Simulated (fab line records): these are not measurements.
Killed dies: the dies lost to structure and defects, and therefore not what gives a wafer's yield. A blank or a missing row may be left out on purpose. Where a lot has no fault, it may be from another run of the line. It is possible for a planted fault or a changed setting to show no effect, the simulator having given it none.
Which tool was responsible? ; flow n5-finfet ; 10 lots (30 wafers sampled), 1 step of a 1938-step route

## WHAT THE GAUGES READ, wafer by wafer
N5_BEOL_M4_RC_MEAS_101.
lot;measured;on;DIBL_N (mV/V)
L647;day 8 14:34;prober-01;36.8 36.2 37.5
L656;day 10 19:53;prober-01;36.9 32.6 36.2
L657;day 10 20:28;prober-02;38.0 37.5 39.2
L659;day 11 20:29;prober-02;39.9 33.8 36.5
L661;day 11 22:19;prober-01;41.3 36.2 35.9
L663;day 12 06:49;prober-01;38.4 36.5 37.4
L664;day 12 10:14;prober-01;38.1 39.1 36.4
L665;day 12 10:40;prober-02;39.6 41.1 36.8
L667;day 13 07:53;prober-02;40.7 35.8 39.5
L669;day 13 13:46;prober-02;38.2 37.2 34.7

## WHICH TOOL RAN EACH LOT (tool, then ch and the chambers of the sampled wafers, then the start)
There is no process step in the record ahead of these readings.

## THE ANSWER, worked out from the rows above alone
Rule: the lots themselves supply what counts as usual. Put in order of their means at a reading, lots are off if they are a third of the lots or fewer, leave a main group of 4 or more, and stand apart from it by a gap of 3 or more times the standard deviation of the main group's means; of several such gaps the widest counts. If all means in a main group match to the digits the tables above print for the reading, that group is not used. A lot without any number at a reading at which 4 lots or more have one is off too. The other lots that the step has rows for count as sound.
No lot is off on any of the readings shown, so nothing can be concluded from this.

## WHAT THE SIMULATOR HAD PUT IN
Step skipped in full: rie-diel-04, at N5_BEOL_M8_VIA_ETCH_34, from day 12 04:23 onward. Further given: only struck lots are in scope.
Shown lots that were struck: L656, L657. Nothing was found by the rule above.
